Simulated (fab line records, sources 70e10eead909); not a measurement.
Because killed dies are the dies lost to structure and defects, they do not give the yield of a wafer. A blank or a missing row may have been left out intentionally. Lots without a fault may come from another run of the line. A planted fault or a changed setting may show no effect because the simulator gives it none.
Which tool is to blame?    flow nand_harc    18 wafers from 6 lots sampled at 3 of the route's 1159 steps

WHAT THE GAUGES READ, wafer by wafer
NHARC_A_M0_OVL_MEAS_10: pitch 160 nm.
lot   measured      on          overlay_x_nm (nm)
L465  day 18 05:13  overlay-02  0.1 -0.5 -0.4
L470  day 19 23:06  overlay-02  -1.1 -0.7 -0.7
L473  day 20 15:17  overlay-02  -0.1 -0.7 -0.3
L476  day 21 21:34  overlay-01  0.4 0.2 0.5
L479  day 22 05:21  overlay-02  -0.1 -0.5 -0.6
L484  day 23 03:04  overlay-01  0.7 0.7 0.3

WHICH TOOL RAN EACH LOT (tool, then ch and the chambers of the sampled wafers, then the start)
lot   NHARC_A_BLC_STRIP_21                NHARC_A_BLC_DEGAS_30
L465  rie_diel-13 ch 0,3, day 17 21:48    pvd_sputter-02, day 17 22:13
L470  rie_diel-13 ch 0,2,3, day 19 19:31  pvd_sputter-03, day 19 19:56
L473  rie_diel-09 ch 0,1, day 20 07:18    pvd_sputter-02, day 20 07:44
L476  rie_diel-13 ch 0,2,3, day 21 09:38  pvd_sputter-03, day 21 10:03
L479  rie_diel-13 ch 0,2,3, day 22 02:42  pvd_sputter-03, day 22 03:07
L484  rie_diel-04 ch 2,3, day 22 23:18    pvd_sputter-03, day 22 23:44
- NHARC_A_BLC_STRIP_21: strips in O2.
- NHARC_A_BLC_DEGAS_30: time 60 s.

THE ANSWER, worked out from the rows above alone
Rule: usual is defined by the lots themselves. The widest of any qualifying gaps counts: lots, ordered by their means at a reading, are off when they make up no more than a third of the lots, leave a main group of 4 or more, and stand apart from it by 3 or more times the standard deviation of that group's means. A main group whose means are all the same, to the digits that the tables above print for the reading, isn't used. A lot without any number at a reading at which 4 lots or more have one is off too. All remaining lots with rows at the step are treated as sound.
No lot is off at any reading shown: from this, nothing can be told.

WHAT THE SIMULATOR PUT IN
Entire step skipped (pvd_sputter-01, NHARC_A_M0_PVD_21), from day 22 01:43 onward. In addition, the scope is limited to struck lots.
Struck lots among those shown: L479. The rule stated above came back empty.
